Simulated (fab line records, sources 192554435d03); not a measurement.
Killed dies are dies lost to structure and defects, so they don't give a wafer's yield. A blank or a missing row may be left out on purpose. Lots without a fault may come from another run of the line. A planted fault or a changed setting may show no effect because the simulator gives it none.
Problem report in the 8D (eight disciplines) form, filled by code | flow n5_finfet | the parts of the form that need people (team, actions taken, sign-off) are left out

1. THE PROBLEM
sort_bin_5_function at N5_PASSIVATION_PROBE_49 reads a mean of 96.7 % on 6 wafers of 2 lots; wafers without a fault read 5.3 % with a standard deviation of 1. That is +91 standard deviations from the usual mean.
First seen on wafer L238.2, day 17 05:10, on prober-01. The record holds 27 wafers of 9 lots with a number at this step. Rule for "out", or "out of limits": more than 4 standard deviations from the usual mean. The other wafers with a number count as sound.

2. WHAT IT IS AND WHAT IT IS NOT
question                    | is                                                                                                                     | is not
which readings at this step | sort_bin_5_function, defect_limited_yield, killed_at_M0_to_M3, killed_dies, killed_on_rim, sort_n_pass, sort_yield_pct | killed_at_M4_up, killed_at_front_end, killed_at_other, killed_short, sort_bin_6_memory, sort_bin_8_speed
which lots                  | L237, L238                                                                                                             | L218, L219, L226, L228, L229, L231, L240
which wafers of those lots  | all that have a number                                                                                                 | -
read on which tools         | prober-01                                                                                                              | prober-02
when                        | from day 17 05:10                                                                                                      | up to then (18 sound wafers); but 3 sound wafers of L240 came after

3. SUSPECTS, AND WHAT RULES EACH OUT
Counting: a tool at a process step up to the reading stays a suspect if it ran every lot that is out and no sound lot after the first of them.
- vapor_etch-01 at N5_BEOL_M0_SAQP_RECESS_104 (chemistry HF/NH3, target SiO2, target depth 18 nm, afs cycles 3, sublimation time 60 s): kept. It ran every lot that is out, first L237 (day 10 14:55), and no sound lot after that; its last sound lot up to then is L231 (day 9 08:01).
- vapor_etch-02 at N5_BEOL_M0_SAQP_RECESS_109 (chemistry HF/NH3, target SiO2, target depth 3 nm, afs cycles 1, sublimation time 60 s): ruled out as a lasting fault. Sound lots L240 ran on it after its first lot that is out, L237 (day 10 15:32).
- rie_diel-06 at N5_BEOL_M0_SAQP_SPACER2_ETCHBACK_27 (etches SiO2 in CHF3/O2, target depth 22.5 nm, time 11.25 s): kept. It ran every lot that is out, first L237 (day 10 16:17), and no sound lot after that; its last sound lot up to then is L226 (day 8 02:20).
- prober-01 at N5_PASSIVATION_PROBE_49: ruled out as a lasting fault. Sound lots L240 ran on it after its first lot that is out, L238 (day 17 05:10).
Left after counting: vapor_etch-01 at N5_BEOL_M0_SAQP_RECESS_104, rie_diel-06 at N5_BEOL_M0_SAQP_SPACER2_ETCHBACK_27.

4. THE CAUSE (what the simulator had put in)
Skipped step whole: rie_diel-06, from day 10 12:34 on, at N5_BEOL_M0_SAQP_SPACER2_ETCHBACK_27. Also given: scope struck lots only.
Counting left 2 suspects, and this tool is among them.

5. THE CHAIN OF EFFECTS, in route order
Each row: a reading whose mean over the struck wafers that have a number lies more than 3 standard deviations from the usual. Only readings for which the record gives a usual standard deviation are gone through. hours: the time from each lot's start at the first step in this table that gives one to its start at this step, as a median over the lots. sigmas: the change in usual standard deviations.
hours | step                    | reading              | usual  | on struck wafers | change | sigmas
0     | N5_PASSIVATION_PROBE_49 | defect_limited_yield | 91.0 % | 0.0              | -91.0  | -61
0     | N5_PASSIVATION_PROBE_49 | killed_at_M0_to_M3   | 36     | 1116             | +1080  | +90
0     | N5_PASSIVATION_PROBE_49 | killed_dies          | 106    | 1180             | +1074  | +60
0     | N5_PASSIVATION_PROBE_49 | killed_on_rim        | 13     | 152              | +139   | +31
0     | N5_PASSIVATION_PROBE_49 | sort_bin_5_function  | 5.3 %  | 96.7             | +91.4  | +91
0     | N5_PASSIVATION_PROBE_49 | sort_n_pass          | 1074   | 0                | -1074  | -60
0     | N5_PASSIVATION_PROBE_49 | sort_yield_pct       | 91.0 % | 0.0              | -91.0  | -61
The process steps in it:
- N5_PASSIVATION_PROBE_49
Readings that are blank on the struck wafers while sound wafers have them: CHF3_flow_sccm at N5_BEOL_M0_SAQP_SPACER2_ETCHBACK_27; O2_flow_sccm at N5_BEOL_M0_SAQP_SPACER2_ETCHBACK_27; chamber_pressure_mTorr at N5_BEOL_M0_SAQP_SPACER2_ETCHBACK_27; drypump_motor_current_A at N5_BEOL_M0_SAQP_SPACER2_ETCHBACK_27; oes_product_au at N5_BEOL_M0_SAQP_SPACER2_ETCHBACK_27; rf_vpp_V at N5_BEOL_M0_SAQP_SPACER2_ETCHBACK_27; showerhead_plenum_p_Torr at N5_BEOL_M0_SAQP_SPACER2_ETCHBACK_27; throttle_valve_pct at N5_BEOL_M0_SAQP_SPACER2_ETCHBACK_27.

6. WHAT WOULD HAVE CAUGHT IT SOONER
In this record the first reading out of limits was taken at day 17 05:10, 161 hours after the fault began at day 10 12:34.
At N5_BEOL_M0_SAQP_SPACER2_ETCHBACK_27 the tool's readings are blank on the struck wafers, where sound wafers have them: an empty tool record is the first sign, and it was there at once.
All the lots that are out (2) had begun N5_BEOL_M0_SAQP_SPACER2_ETCHBACK_27 on rie_diel-06 by day 17 05:10. A hold on the tool at that time would have spared none of them.
